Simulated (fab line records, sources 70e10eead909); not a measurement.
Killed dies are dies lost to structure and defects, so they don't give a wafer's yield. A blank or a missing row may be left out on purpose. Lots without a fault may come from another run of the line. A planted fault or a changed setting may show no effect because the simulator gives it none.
fab line records | flow nand_harc | part 1 of 2: steps 1 to 31 of 38
record lots=7 wafers=21 last_day=25
route steps=1159 shown A_ZERO_WELL@401 A_SOURCE_PLATE@413 A_ONON_D1@425 END@1159
lots that met no fault: from a run of the same line without faults
start_h: hours from the record's first day to the start of the lot's first wafer shown | wait_h: hours since the lot's step before | " the same as in the row above | L1.1+2: a row that stands for several wafers | - no value, or no start given | * or withheld: withheld | < > ~ a bound
route shown NAME@n: a module of which the file shows steps, and the number in the route of the first | usual: mean/standard deviation of fault-free wafers | same: alike in all rows | chamber/n: place in a boat | sites: the reading at each site | _std_site: their standard deviation | _edge_site: outer sites' mean less inner sites' | radius_mm: how far each site lies from the wafer's centre | mask NAME#n: copy n | behind: the tool/chamber that last shaped the wafer | hold: why the lot was held/for how many hours/how that ended | device: the transistor (n, p or np) that didn't switch | end of line: the same wafers' tests at the end of the route | a step without rows: its recipe alone | killed: dies lost to structure and defects at the first sort, not the wafer's yield | map: a wafer's dies, x killed, . not, _ none there
set.NAME: the setting as run; set.NAME@STEP: as run at that earlier step | model.NAME: the simulator's own value behind a step, which no gauge read
lots at some steps of the route; a table a step, a row a wafer
services: from which hour (start_h, from the record's first day; less than 0 if before it) a tool's chamber was out of use, for how many hours, and why
## steps
# step NHARC_A_ZERO_WELL_CD_MEAS_10
# recipe target_cd_nm=2000 landing_energy_ev=500
# usual cd_nm=2000.1/1.6
# columns lot.wafer tool chamber start_h wait_h cd_nm
L987.1 cd_sem-03 0 129.92 - 2000.9
L987.2 " 0 " " 2000.9
L987.6 " 0 " " 1997.7
L991.1 cd_sem-03 0 167.70 - 1998.7
L991.3 " 0 " " 1998.9
L991.4 " 0 " " 1998.0
L994.1 cd_sem-01 0 179.26 - 2000.8
L994.5 " 0 " " 1999.9
L994.6 " 0 " " 2000.4
L993.2 cd_sem-02 0 180.75 - 2000.1
L993.3 " 0 " " 1999.7
L993.6 " 0 " " 2001.1
L107.4 cd_sem-01 0 254.54 - 2002.3
L107.5 " 0 " " 2002.9
L107.6 " 0 " " 2001.5
L106.1 cd_sem-02 0 255.45 - 2001.8
L106.2 " 0 " " 2003.6
L106.5 " 0 " " 1998.1
L109.3 cd_sem-02 0 257.86 - 1999.4
L109.5 " 0 " " 2000.0
L109.6 " 0 " " 1998.5
# step NHARC_A_ZERO_WELL_HARDBAKE_11
# recipe temp_c=118 time_s=65
# step NHARC_A_ZERO_WELL_DESCUM_12
# recipe time_s=3 o2_flow_sccm=200 ar_flow_sccm=0 bias_power_w=0 chemistry=O2
# usual drypump_motor_current_A=5.7/0.41 oes_product_au=0.998/0.011 rf_vpp_V=57.6/0.89 showerhead_plenum_p_Torr=1.88/0.064 throttle_valve_pct=11.311/0.0086
# columns lot.wafer tool chamber start_h wait_h drypump_motor_current_A oes_product_au rf_hours_counter_h rf_vpp_V showerhead_plenum_p_Torr throttle_valve_pct
L987.1 rie_diel-01 1 130.08 - 5.6 1.000 11 57.4 1.94 11.298
L987.2 " 3 " " 5.6 0.994 11 58.3 1.81 11.315
L987.6 " 2 " " 5.0 0.999 - 56.8 1.95 11.310
L991.3 rie_diel-10 2 167.87 - 6.1 0.995 9 58.6 1.94 11.313
L991.1 " 3 " " 5.1 1.015 12 58.3 1.91 11.303
L991.4 " 0 " " 5.9 1.006 - 57.0 1.87 11.318
L994.1 rie_diel-02 1 179.43 - 6.1 0.996 3 58.5 1.80 11.303
L994.5 " 3 " " 6.1 1.000 - 57.8 1.78 11.300
L994.6 " 0 " " 5.5 0.996 - 57.9 1.94 11.300
L993.3 rie_diel-02 3 180.92 - 6.2 1.006 2 57.6 1.78 11.310
L993.2 " 0 " " 5.5 0.997 2 58.2 1.94 11.313
L993.6 " 0 " " 5.5 1.003 - 56.3 1.94 11.305
L107.4 rie_diel-02 1 254.70 - 6.1 1.011 11 56.7 1.80 11.322
L107.5 " 3 " " 6.2 1.018 - 57.5 1.78 11.308
L107.6 " 0 " " 5.5 0.991 - 58.2 1.94 11.319
L106.2 rie_diel-02 0 255.62 - 5.5 1.009 9 59.5 1.94 11.310
L106.1 " 1 " " 6.1 1.010 11 57.1 1.80 11.315
L106.5 " 3 " " 6.2 1.018 - 57.7 1.78 11.302
L109.3 rie_diel-01 3 258.02 - 5.5 0.986 10 56.3 1.81 11.307
L109.6 " 2 " " 5.0 1.012 - 58.3 1.95 11.313
L109.5 " 3 " " 5.5 0.979 - 57.0 1.81 11.307
# step NHARC_A_ZERO_WELL_ETCH_19
# recipe target_depth_a=800 overetch_a=240 time_s=87.88 ion_energy_ev=200 n2_flow_sccm=150 h2_flow_sccm=150 ar_flow_sccm=0 rf_w=400 bias_w=150 chemistry=N2/H2
# usual drypump_motor_current_A=5.7/0.41 oes_product_au=0.998/0.012 rf_vpp_V=429.5/2.2 showerhead_plenum_p_Torr=2.00/0.069 throttle_valve_pct=14.171/0.0088
# columns lot.wafer tool chamber start_h wait_h drypump_motor_current_A oes_product_au rf_hours_counter_h rf_vpp_V showerhead_plenum_p_Torr throttle_valve_pct
L987.2 rie_diel-01 1 130.16 0.1 5.6 1.003 11 432.1 2.07 14.179
L987.1 " 2 " " 5.1 1.011 10 431.3 2.08 14.168
L987.6 " 1 " " 5.6 1.012 - 430.6 2.07 14.169
L991.1 rie_diel-10 2 167.98 0.1 6.1 0.994 9 431.2 2.07 14.173
L991.3 " 3 " " 5.1 1.010 12 431.1 2.04 14.168
L991.4 " 2 " " 6.1 0.986 - 431.3 2.07 14.156
L994.1 rie_diel-02 3 179.54 0.1 6.2 1.013 2 426.1 1.89 14.181
L994.5 " 1 " " 6.1 1.012 - 427.0 1.92 14.174
L994.6 " 3 " " 6.2 1.013 - 424.7 1.89 14.172
L993.2 rie_diel-02 0 181.02 0.1 5.5 0.993 2 432.2 2.07 14.184
L993.3 " 1 " " 6.1 1.007 3 425.7 1.92 14.181
L993.6 " 0 " " 5.5 1.004 - 429.8 2.07 14.176
L107.4 rie_diel-02 3 254.79 0.1 6.2 1.011 10 424.8 1.89 14.165
L107.6 " 1 " " 6.1 1.006 - 427.4 1.92 14.180
L107.5 " 2 " " 5.4 0.997 - 429.4 2.00 14.155
L106.2 rie_diel-02 0 255.70 0.1 5.5 0.995 9 432.4 2.07 14.165
L106.1 " 3 " " 6.1 1.013 10 427.5 1.89 14.170
L106.5 " 1 " " 6.1 1.007 - 426.6 1.92 14.180
L109.3 rie_diel-01 3 258.11 0.1 5.5 0.976 10 427.1 1.92 14.164
L109.5 " 2 " " 5.1 1.012 - 430.7 2.08 14.173
L109.6 " 3 " " 5.6 0.983 - 428.9 1.92 14.167
# step NHARC_A_ZERO_WELL_ETCH_13
# recipe target_depth_a=1200 time_s=40.1 hbr_flow_sccm=150 cl2_flow_sccm=50 rf_w=400 icp_w=400 bias_w=100 chemistry=HBr/Cl2
# usual drypump_motor_current_A=5.6/0.59 hbr_flow_sccm=150.0/0.38 mfc_cl2_sccm=49.99/0.16 oes_product_au=0.999/0.0086 throttle_valve_pct=26.406/0.0096
# columns lot.wafer tool chamber start_h wait_h drypump_motor_current_A hbr_flow_sccm mfc_cl2_sccm oes_product_au rf_hours_counter_h throttle_valve_pct
L987.1 rie_si-05 1 130.30 - 4.9 150.0 49.64 0.996 0.2 26.417
L987.2 " 2 " " 5.7 149.3 50.28 0.994 0.5 26.413
L987.6 " 0 " " 6.7 149.3 49.96 1.009 - 26.403
L991.1 rie_si-06 0 168.10 - 5.3 149.1 49.69 0.985 1.3 26.420
L991.4 " 1 " " 4.8 149.9 49.68 0.993 1.2 26.395
L991.3 " 3 " " 5.8 149.9 49.98 0.975 1.3 26.400
L994.1 rie_si-06 0 179.68 - 5.3 150.2 49.72 0.997 1.3 26.401
L994.5 " 3 " " 5.8 149.5 49.86 0.991 - 26.418
L994.6 " 0 " " 5.3 149.7 49.86 1.007 - 26.398
L993.2 rie_si-03 1 181.17 - 5.5 150.0 49.92 0.977 0.2 26.405
L993.3 " 3 " " 6.6 150.5 50.15 1.005 0.1 26.408
L993.6 " 1 " " 5.5 150.1 50.24 0.999 - 26.412
L107.4 rie_si-03 1 254.90 - 5.6 150.0 50.00 1.003 0.7 26.421
L107.5 " 0 " " 6.2 150.3 50.10 0.990 - 26.400
L107.6 " 1 " " 5.5 150.5 49.73 1.002 - 26.411
L106.1 rie_si-05 1 255.83 - 4.9 150.4 50.03 1.011 0.1 26.392
L106.2 " 2 " " 5.7 149.7 50.05 1.004 0.1 26.410
L106.5 " 1 " " 4.9 149.8 49.64 1.024 - 26.405
L109.3 rie_si-05 3 258.26 - 4.8 150.1 50.09 1.003 0.2 26.399
L109.5 " 0 " " 6.7 149.3 50.05 0.996 - 26.397
L109.6 " 1 " " 4.9 149.7 49.79 1.014 - 26.404
# step NHARC_A_ZERO_WELL_STRIP_14
# recipe time_s=900 temp_c=130 chemistry=SPM
# step NHARC_A_ZERO_WELL_IMPLANT_15
# recipe energy_kev=150 dose_cm2=1e+13 tilt_deg=7
# step NHARC_A_ZERO_WELL_PRECLEAN_22
# recipe time_s=60 temp_c=50 bath_age_min=0 chemistry=SC1
# step NHARC_A_ZERO_WELL_SRD_23
# step NHARC_A_ZERO_WELL_RTA_16
# recipe temp_c=1000 time_s=10
# usual anneal_temp_c_max=1004.9/1.8 lamp_power_pct=28.8/0.74 lamp_zone_2_pct=28.8/0.74 lamp_zone_7_pct=29.3/0.75 wafer_temp_C_max=1004.9/0.99
# columns lot.wafer tool chamber start_h wait_h anneal_temp_c_max lamp_power_pct lamp_zone_2_pct lamp_zone_7_pct wafer_temp_C_max
L987.1 rtp_anneal-02 0 131.18 - 1008.0 28.2 28.2 28.6 1006.0
L987.2 " 0 " " 1006.4 28.2 28.1 28.6 1006.0
L987.6 " 0 " " 1006.8 28.2 28.2 28.6 1005.2
L991.1 rtp_anneal-02 0 169.02 - 1006.1 28.2 28.1 28.7 1004.5
L991.3 " 0 " " 1005.9 28.1 28.1 28.6 1005.9
L991.4 " 0 " " 1006.8 28.2 28.2 28.6 1004.6
L994.1 rtp_anneal-01 0 180.56 - 1003.6 29.6 29.6 30.2 1005.5
L994.5 " 0 " " 1003.0 29.6 29.6 30.1 1004.1
L994.6 " 0 " " 1003.3 29.6 29.6 30.1 1004.1
L993.2 rtp_anneal-02 0 182.15 - 1005.6 28.1 28.2 28.6 1004.5
L993.3 " 0 " " 1006.3 28.2 28.2 28.6 1006.0
L993.6 " 0 " " 1007.9 28.2 28.2 28.6 1005.6
L107.4 rtp_anneal-02 0 255.88 - 1007.1 28.1 28.2 28.7 1004.8
L107.5 " 0 " " 1007.3 28.2 28.1 28.6 1004.2
L107.6 " 0 " " 1005.2 28.2 28.1 28.6 1004.2
L106.1 rtp_anneal-02 0 256.72 - 1006.5 28.2 28.2 28.6 1004.9
L106.2 " 0 " " 1006.1 28.2 28.2 28.6 1007.8
L106.5 " 0 " " 1005.2 28.2 28.1 28.6 1006.5
L109.3 rtp_anneal-01 0 259.18 - 1002.5 29.7 29.7 30.1 1005.0
L109.5 " 0 " " 1002.7 29.6 29.6 30.1 1004.8
L109.6 " 0 " " 1003.0 29.6 29.6 30.1 1005.5
# step NHARC_A_ZERO_WELL_INSPECT_17
# usual raw_defect_count=11/5.7
# columns lot.wafer tool chamber start_h wait_h raw_defect_count
L987.1 defect_inspect-01 - 131.38 0.2 14
L987.2 " - " " 19
L987.6 " - " " 4
L991.1 defect_inspect-01 - 169.22 0.2 14
L991.3 " - " " 23
L991.4 " - " " 16
L994.1 defect_inspect-01 - 180.76 0.2 9
L994.5 " - " " 6
L994.6 " - " " 7
L993.2 defect_inspect-01 - 182.32 0.1 11
L993.3 " - " " 6
L993.6 " - " " 14
L107.4 defect_inspect-02 - 256.02 0.1 18
L107.5 " - " " 20
L107.6 " - " " 14
L106.1 defect_inspect-02 - 256.91 0.2 11
L106.2 " - " " 6
L106.5 " - " " 17
L109.3 defect_inspect-01 - 259.33 0.1 15
L109.5 " - " " 11
L109.6 " - " " 13
# step NHARC_A_SOURCE_PLATE_PRECLEAN_00
# recipe time_s=60 chemistry=HF-LAST
# columns lot.wafer tool chamber start_h wait_h
L987.2+6+1 wet_bench-02 2,3,6 131.43 0.1
L991.4+3+1 wet_bench-03 7,1,2 169.28 0.1
L994.5+1+6 wet_bench-03 4,5,6 180.83 0.1
L993.2+3+6 wet_bench-03 0,1,4 182.37 0.0
L107.6+5+4 wet_bench-03 3,5,7 256.07 0.0
L106.5+1+2 wet_bench-03 3,4,7 256.97 0.1
L109.6+5+3 wet_bench-04 0,1,4 259.38 0.1
# step NHARC_A_SOURCE_PLATE_SRD_01
# step NHARC_A_SOURCE_PLATE_OXIDE_02
# recipe target_thk_a=100 temp_c=900 ox_time_s=1362 material=SiO2
# step NHARC_A_SOURCE_PLATE_THK_MEAS_09
# recipe thk_meas_gauge=ellipsometry
# usual thk_nm=9.8/0.93
# columns lot.wafer tool chamber start_h wait_h thk_nm
L987.1 film_metro-02 - 141.62 0.4 8.3
L987.2 " - " " 11.5
L987.6 " - " " 9.7
L991.1 film_metro-02 - 175.64 0.4 10.3
L991.3 " - " " 9.0
L991.4 " - " " 8.4
L994.1 film_metro-02 - 188.15 0.4 10.1
L994.5 " - " " 9.7
L994.6 " - " " 10.8
L993.2 film_metro-01 - 188.15 0.4 11.2
L993.3 " - " " 8.3
L993.6 " - " " 10.2
L106.1 film_metro-01 - 263.37 0.4 7.9
L106.2 " - " " 9.6
L106.5 " - " " 8.6
L107.4 film_metro-02 - 263.37 0.4 7.8
L107.5 " - " " 10.6
L107.6 " - " " 8.6
L109.3 film_metro-01 - 267.07 0.4 9.0
L109.5 " - " " 8.7
L109.6 " - " " 9.3
# step NHARC_A_SOURCE_PLATE_PVD_04
# recipe target_thk_a=500 material=WSi2
# step NHARC_A_SOURCE_PLATE_CVD_03
# recipe target_thk_a=2000 temp_c=620 pressure_mtorr=200 time_s=4000 material=poly-Si
# step NHARC_A_SOURCE_PLATE_ANNEAL_05
# recipe temp_c=850 time_s=1800
# step NHARC_A_SOURCE_PLATE_THK_MEAS_06
# recipe thk_meas_gauge=ellipsometry
# usual thk_nm=199.8/2.1
# columns lot.wafer tool chamber start_h wait_h thk_nm
L987.1 film_metro-02 - 157.59 0.4 201.4
L987.2 " - " " 202.6
L987.6 " - " " 200.6
L991.1 film_metro-01 - 189.23 0.4 198.2
L991.3 " - " " 197.5
L991.4 " - " " 198.8
L994.1 film_metro-01 - 200.90 0.4 200.6
L994.5 " - " " 200.5
L994.6 " - " " 200.7
L993.2 film_metro-01 - 200.92 0.4 196.8
L993.3 " - " " 197.0
L993.6 " - " " 197.8
L106.1 film_metro-02 - 276.45 0.4 202.2
L106.2 " - " " 199.3
L106.5 " - " " 203.5
L107.4 film_metro-01 - 276.45 0.4 198.1
L107.5 " - " " 197.5
L107.6 " - " " 197.7
L109.3 film_metro-02 - 281.07 0.4 202.2
L109.5 " - " " 202.0
L109.6 " - " " 201.8
# step NHARC_A_SOURCE_PLATE_INSPECT_08
# usual raw_defect_count=69/38
# columns lot.wafer tool chamber start_h wait_h hold raw_defect_count
L987.1 defect_inspect-02 - 157.65 0.0 - 91
L987.2 " - " " - 63
L987.6 " - " " - 63
L991.1 defect_inspect-01 - 189.29 0.0 await_dispo/0.2h/release 481
L991.3 " - " " await_dispo/0.2h/release 474
L991.4 " - " " await_dispo/0.2h/release 479
L991.1 defect_inspect-01 - 189.47 0.2 - 479
L991.3 " - " " - 483
L991.4 " - " " - 490
L994.1 defect_inspect-02 - 200.98 0.0 await_dispo/0.2h/release 526
L994.5 " - " " await_dispo/0.2h/release 453
L994.6 " - " " await_dispo/0.2h/release 471
L994.1 defect_inspect-02 - 201.15 0.2 - 518
L994.5 " - " " - 459
L994.6 " - " " - 479
L993.2 defect_inspect-01 - 200.98 0.0 await_dispo/0.2h/release 476
L993.3 " - " " await_dispo/0.2h/release 464
L993.6 " - " " await_dispo/0.2h/release 460
L993.2 defect_inspect-01 - 201.15 0.2 - 474
L993.3 " - " " - 459
L993.6 " - " " - 458
L106.1 defect_inspect-01 - 276.54 0.0 - 51
L106.2 " - " " - 64
L106.5 " - " " - 49
L107.4 defect_inspect-02 - 276.54 0.0 - 98
L107.5 " - " " - 59
L107.6 " - " " - 92
L109.3 defect_inspect-01 - 281.18 0.0 - 105
L109.5 " - " " - 58
L109.6 " - " " - 69
# step NHARC_A_ONON_D1_THK_MEAS_02
# recipe thk_meas_gauge=ellipsometry
# usual thk_nm=1002/10
# columns lot.wafer tool chamber start_h wait_h thk_nm
L987.1 film_metro-01 - 158.23 - 998
L987.2 " - " " 997
L987.6 " - " " 996
L991.1 film_metro-01 - 197.30 - 1002
L991.3 " - " " 1000
L991.4 " - " " 1002
L993.2 film_metro-02 - 204.92 - 1006
L993.3 " - " " 1007
L993.6 " - " " 1006
L994.1 film_metro-01 - 210.79 - 999
L994.5 " - " " 1001
L994.6 " - " " 1002
L107.4 film_metro-01 - 277.12 - 1016
L107.5 " - " " 1015
L107.6 " - " " 1014
L106.1 film_metro-02 - 277.13 - 1000
L106.2 " - " " 1001
L106.5 " - " " 1000
L109.3 film_metro-02 - 281.76 - 993
L109.5 " - " " 992
L109.6 " - " " 993
# step NHARC_A_ONON_D1_DEP_03
# recipe target_thk_a=10000 n2_flow_sccm=2750 n2o_flow_sccm=2000 nh3_flow_sccm=500 sih4_flow_sccm=210 temp_c=400
# step NHARC_A_ONON_D1_THK_MEAS_05
# recipe thk_meas_gauge=ellipsometry
# usual thk_nm=1000/8.6
# columns lot.wafer tool chamber start_h wait_h thk_nm
L987.1 film_metro-02 - 158.80 - 986
L987.2 " - " " 988
L987.6 " - " " 989
L991.1 film_metro-02 - 197.87 - 998
L991.3 " - " " 998
L991.4 " - " " 998
L993.2 film_metro-02 - 205.49 - 998
L993.3 " - " " 999
L993.6 " - " " 999
L994.1 film_metro-02 - 211.36 - 998
L994.5 " - " " 998
L994.6 " - " " 998
L107.4 film_metro-01 - 277.68 - 1012
L107.5 " - " " 1009
L107.6 " - " " 1011
L106.1 film_metro-01 - 277.70 - 993
L106.2 " - " " 993
L106.5 " - " " 993
L109.3 film_metro-02 - 282.43 - 1014
L109.5 " - " " 1015
L109.6 " - " " 1014
# step NHARC_A_ONON_D1_DEP_06
# recipe target_thk_a=10000 n2_flow_sccm=2750 n2o_flow_sccm=2000 nh3_flow_sccm=500 sih4_flow_sccm=210 temp_c=400
# step NHARC_A_ONON_D1_THK_MEAS_08
# recipe thk_meas_gauge=ellipsometry
# usual thk_nm=1000/10
# columns lot.wafer tool chamber start_h wait_h thk_nm
L987.1 film_metro-02 - 159.38 - 1006
L987.2 " - " " 1006
L987.6 " - " " 1004
L991.1 film_metro-02 - 198.44 - 1000
L991.3 " - " " 1000
L991.4 " - " " 999
L993.2 film_metro-02 - 206.06 - 1007
L993.3 " - " " 1007
L993.6 " - " " 1007
L994.1 film_metro-02 - 211.93 - 982
L994.5 " - " " 981
L994.6 " - " " 980
L107.4 film_metro-01 - 278.25 - 1001
L107.5 " - " " 999
L107.6 " - " " 1000
L106.1 film_metro-02 - 278.27 - 1014
L106.2 " - " " 1012
L106.5 " - " " 1013
L109.3 film_metro-02 - 283.01 - 1016
L109.5 " - " " 1016
L109.6 " - " " 1015
# step NHARC_A_ONON_D1_DEP_09
# recipe target_thk_a=10000 n2_flow_sccm=2750 n2o_flow_sccm=2000 nh3_flow_sccm=500 sih4_flow_sccm=210 temp_c=400
# step NHARC_A_ONON_D1_THK_MEAS_11
# recipe thk_meas_gauge=ellipsometry
# usual thk_nm=1001/10
# columns lot.wafer tool chamber start_h wait_h thk_nm
L987.1 film_metro-01 - 159.95 - 997
L987.2 " - " " 999
L987.6 " - " " 998
L991.1 film_metro-01 - 199.00 - 991
L991.3 " - " " 989
L991.4 " - " " 987
L993.2 film_metro-01 - 206.62 - 995
L993.3 " - " " 993
L993.6 " - " " 994
L994.1 film_metro-01 - 212.50 - 996
L994.5 " - " " 997
L994.6 " - " " 998
L107.4 film_metro-01 - 278.81 - 1001
L107.5 " - " " 999
L107.6 " - " " 1002
L106.1 film_metro-02 - 278.83 - 994
L106.2 " - " " 991
L106.5 " - " " 992
L109.3 film_metro-01 - 283.58 - 1015
L109.5 " - " " 1013
L109.6 " - " " 1015
# step NHARC_A_ONON_D1_DEP_12
# recipe target_thk_a=10000 n2_flow_sccm=2750 n2o_flow_sccm=2000 nh3_flow_sccm=500 sih4_flow_sccm=210 temp_c=400
# step NHARC_A_ONON_D1_THK_MEAS_14
# recipe thk_meas_gauge=ellipsometry
# usual thk_nm=998/10
# columns lot.wafer tool chamber start_h wait_h thk_nm
L987.1 film_metro-01 - 160.52 - 974
L987.2 " - " " 973
L987.6 " - " " 975
L991.1 film_metro-01 - 199.63 - 983
L991.3 " - " " 984
L991.4 " - " " 985
L993.2 film_metro-01 - 207.19 - 997
L993.3 " - " " 996
L993.6 " - " " 997
L994.1 film_metro-02 - 213.07 - 1024
L994.5 " - " " 1023
L994.6 " - " " 1024
L107.4 film_metro-01 - 279.38 - 998
L107.5 " - " " 998
L107.6 " - " " 999
L106.1 film_metro-02 - 279.40 - 997
L106.2 " - " " 994
L106.5 " - " " 997
L109.3 film_metro-01 - 284.18 - 986
L109.5 " - " " 985
L109.6 " - " " 986
# step NHARC_A_ONON_D1_ANNEAL_15
# recipe temp_c=750 time_s=3600
# step NHARC_A_ONON_D1_DEP_16
# recipe target_thk_a=10000 n2_flow_sccm=2750 n2o_flow_sccm=2000 nh3_flow_sccm=500 sih4_flow_sccm=210 temp_c=400
## key
first_sign step=NHARC_A_SOURCE_PLATE_INSPECT_08 reading=visit direction=added
effect step=NHARC_A_SOURCE_PLATE_INSPECT_08 reading=raw_defect_count direction=up sigmas=11 usual=69 struck=476
met_at NHARC_A_SOURCE_PLATE_PRECLEAN_00
struck_wafers L991.1,L991.3,L991.4,L993.2,L993.3,L993.6,L994.1,L994.5,L994.6
scrapped_behind NHARC_A_CHANNEL_HOLE_D1_INSPECT_12 L991.1,L991.3,L991.4,L993.2,L993.3,L993.6,L994.1,L994.5,L994.6
fault kind=chamber_particle_source tool=wet_bench-03 chamber=- onset_h=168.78 steps=NHARC_A_SOURCE_PLATE_PRECLEAN_00 rate_per_visit_cm2=0.65282 end_h=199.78
